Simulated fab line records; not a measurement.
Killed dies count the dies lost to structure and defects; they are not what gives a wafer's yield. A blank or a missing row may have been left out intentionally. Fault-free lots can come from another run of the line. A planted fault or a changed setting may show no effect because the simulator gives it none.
Which tool was responsible? ; flow nandHarc ; Sampling: 13 lots, 39 wafers, 5 of 1159 route steps

## WHAT THE GAUGES READ, wafer by wafer
NHARC_END_SORT_01. Usual: killedAtArray 29, standard deviation 11; killedAtOther 0.6, standard deviation 0.92; killedAtPeriphery 3.2, standard deviation 2; killedDies 33, standard deviation 11; killedOpen 3.2, standard deviation 2; killedShort 1.9, standard deviation 1.5.
lot;measured;on;killedAtArray;killedAtOther;killedAtPeriphery;killedDies;killedOpen;killedShort;flag
L732;day 22 23:06;prober-01;674 675 676;0 1 1;3 1 0;677 677 677;5 6 4;2 2 0;OFF
L733;day 22 17:02;prober-02;674 673 673;0 0 0;3 4 4;677 677 677;1 5 5;1 3 4;OFF
L734;day 23 05:43;prober-02;674 675 675;2 1 1;1 1 1;677 677 677;2 2 0;3 3 1;OFF

## WHICH TOOL RAN EACH LOT (tool, then ch and the chambers of the sampled wafers, then the start)
lot;NHARC_A_SLIT_DEP_23;NHARC_A_WL_FILL_ETCHBACK_04;NHARC_A_WL_FILL_STRIP_27;NHARC_A_WL_FILL_ALD_10
L718;pecvd-03 ch 0,2, day 14 06:55;rieMetal-02 ch 0, day 15 00:49;plasmaAsher-02 ch 0,1, day 15 01:13;aldHk-04 ch 0,1,2, day 15 07:17
L720;pecvd-03 ch 1,2, day 14 14:34;rieMetal-02 ch 0,1, day 15 12:10;plasmaAsher-02 ch 0,1, day 15 12:32;aldHk-02 ch 0,1,2, day 15 18:18
L719;pecvd-02 ch 0,1, day 14 15:30;rieMetal-01 ch 0, day 15 12:49;plasmaAsher-02 ch 0,1, day 15 13:10;aldHk-01 ch 0,1, day 15 17:47
L721;pecvd-01 ch 1,2, day 15 01:44;rieMetal-02 ch 0,1, day 15 18:02;plasmaAsher-01 ch 0, day 15 18:29;aldHk-01 ch 0,1,2, day 16 01:22
L723;pecvd-02 ch 0,1,2, day 15 12:29;rieMetal-02 ch 0,1, day 16 04:49;plasmaAsher-01 ch 0,1, day 16 05:50;aldHk-02 ch 0,1,3, day 16 15:11
L727;pecvd-02 ch 0,1,2, day 16 16:02;rieMetal-01 ch 0,1, day 17 12:20;plasmaAsher-02 ch 0,1, day 17 12:41;aldHk-01 ch 0,2,3, day 17 18:29
L732;pecvd-01 ch 0,1, day 17 21:16;rieMetal-02 ch 0,1, day 18 19:11;plasmaAsher-02 ch 0,1, day 18 19:57;aldHk-02 ch 0,3, day 19 01:42
L733;pecvd-03 ch 0,1,2, day 17 21:27;rieMetal-02 ch 0,1, day 18 13:52;plasmaAsher-02 ch 0,1, day 18 14:13;aldHk-04 ch 0,2, day 18 19:10
L734;pecvd-02 ch 0,1,2, day 18 07:13;rieMetal-02 ch 0,1, day 19 00:15;plasmaAsher-02 ch 0,1, day 19 00:38;aldHk-04 ch 1,2,3, day 19 05:53
L738;pecvd-02 ch 0,1,2, day 18 21:05;rieMetal-03 ch 0,1, day 19 17:45;plasmaAsher-02 ch 0,1, day 19 18:09;aldHk-04 ch 0,1,3, day 19 21:36
L736;pecvd-02 ch 1,2, day 19 06:53;rieMetal-01 ch 0,1, day 19 23:04;plasmaAsher-02 ch 0,1, day 19 23:27;aldHk-01 ch 2,3, day 20 04:51
L740;pecvd-01 ch 0,1,2, day 20 01:49;rieMetal-03 ch 0,1, day 20 18:49;plasmaAsher-02 ch 0,1, day 20 20:01;aldHk-04 ch 0,1,2, day 21 02:51
L741;pecvd-03 ch 1,2, day 20 02:01;rieMetal-03 ch 0, day 20 21:37;plasmaAsher-02 ch 0,1, day 20 22:54;aldHk-02 ch 0,2, day 21 03:13
- NHARC_A_SLIT_DEP_23: deposits SiON, target thk 100 nm.
- NHARC_A_WL_FILL_ETCHBACK_04: etches the open film in NF3, target depth 60 nm, time 120 s.
- NHARC_A_WL_FILL_STRIP_27: strips in N2/H2, time 20 s.
- NHARC_A_WL_FILL_ALD_10: deposits SiO2, target thk 50 nm, pulse time 10 s, ald cycles 500.

## WHAT THE TOOLS THEMSELVES READ (means of the sampled wafers that have a number; where no wafer has one, the mark that the record gives instead)
NHARC_A_SLIT_DEP_23. Usual: heaterPowerW 776 W, standard deviation 92.
lot;tool;heaterPowerW (W);flag
L718;pecvd-03;723;
L720;pecvd-03;848;
L719;pecvd-02;816;
L721;pecvd-01;753;
L723;pecvd-02;803;
L727;pecvd-02;790;
L732;pecvd-01;686;
L733;pecvd-03;758;
L734;pecvd-02;714;
L738;pecvd-02;741;
L736;pecvd-02;785;
L740;pecvd-01;763;
L741;pecvd-03;924;

NHARC_A_WL_FILL_ETCHBACK_04. Usual: drypumpMotorCurrentA 6.2 A, standard deviation 0.35; oesProductAu 1.000 a.u., standard deviation 0.0073.
lot;tool;drypumpMotorCurrentA (A);oesProductAu (a.u.);flag
L718;rieMetal-02;6.5;0.999;
L720;rieMetal-02;6.2;1.010;
L719;rieMetal-01;6.7;0.995;
L721;rieMetal-02;6.3;1.002;
L723;rieMetal-02;6.3;1.004;
L727;rieMetal-01;6.4;0.993;
L732;rieMetal-02;6.0;0.746;OFF
L733;rieMetal-02;6.2;0.749;OFF
L734;rieMetal-02;6.0;0.741;OFF
L738;rieMetal-03;6.3;1.010;
L736;rieMetal-01;6.5;0.997;
L740;rieMetal-03;6.3;1.004;
L741;rieMetal-03;6.5;0.996;

NHARC_A_WL_FILL_STRIP_27. Usual: drypumpMotorCurrentA 5.4 A, standard deviation 0.38; heaterPowerW 313 W, standard deviation 15; rfReflPowerW 17 W, standard deviation 5.7.
lot;tool;drypumpMotorCurrentA (A);heaterPowerW (W);rfReflPowerW (W);flag
L718;plasmaAsher-02;5.6;319;14;
L720;plasmaAsher-02;5.6;319;15;
L719;plasmaAsher-02;5.3;323;16;
L721;plasmaAsher-01;5.6;311;29;
L723;plasmaAsher-01;5.4;305;26;
L727;plasmaAsher-02;5.6;322;-;OFF
L732;plasmaAsher-02;5.6;325;-;OFF
L733;plasmaAsher-02;5.3;311;-;OFF
L734;plasmaAsher-02;5.6;322;-;OFF
L738;plasmaAsher-02;5.3;313;16;
L736;plasmaAsher-02;5.6;317;14;
L740;plasmaAsher-02;5.4;313;16;
L741;plasmaAsher-02;5.3;313;16;

NHARC_A_WL_FILL_ALD_10. Usual: heaterPowerW 458 W, standard deviation 40; precursorPulseHeightRel 1.003, standard deviation 0.019.
lot;tool;heaterPowerW (W);precursorPulseHeightRel;flag
L718;aldHk-04;439;1.015;
L720;aldHk-02;472;1.014;
L719;aldHk-01;417;1.011;
L721;aldHk-01;448;1.009;
L723;aldHk-02;459;1.001;
L727;aldHk-01;438;1.004;
L732;aldHk-02;456;0.992;
L733;aldHk-04;438;1.008;
L734;aldHk-04;477;1.019;
L738;aldHk-04;478;1.011;
L736;aldHk-01;475;1.004;
L740;aldHk-04;441;1.002;
L741;aldHk-02;466;0.997;

## THE ANSWER, worked out from the rows above alone
Rule: a lot counts as off when the mean over its wafers that have a number is more than 3 standard deviations away from the usual mean. A lot without any number at a reading at which 4 lots or more have one is off too. The other lots that the step has rows for count as sound. The gauges are gone through in route order, then the tools' own readings, and for those a lot's mean is taken as printed above. At the first step where some lot is off, the reading lying furthest off is the one used; lots without a number count as furthest.
Off: L732, L733, L734 (NHARC_END_SORT_01, killedAtArray). Neither off nor sound, because the step has no rows for them: L718, L720, L719, L721, L723, L727, L738, L736, L740, L741.
If a tool, at a process step before that reading, ran all the lots that are off and no sound lot after the first of them, it fits. The gauges at NHARC_END_SORT_01 aren't tried: what is off there is off at NHARC_A_WL_FILL_ETCHBACK_04 too, on other tools, and a gauge's error can't cause that. 2 tools fit, rieMetal-02 at NHARC_A_WL_FILL_ETCHBACK_04 and plasmaAsher-02 at NHARC_A_WL_FILL_STRIP_27, so this cannot tell which one it is.

## WHAT THE SIMULATOR HAD INSERTED
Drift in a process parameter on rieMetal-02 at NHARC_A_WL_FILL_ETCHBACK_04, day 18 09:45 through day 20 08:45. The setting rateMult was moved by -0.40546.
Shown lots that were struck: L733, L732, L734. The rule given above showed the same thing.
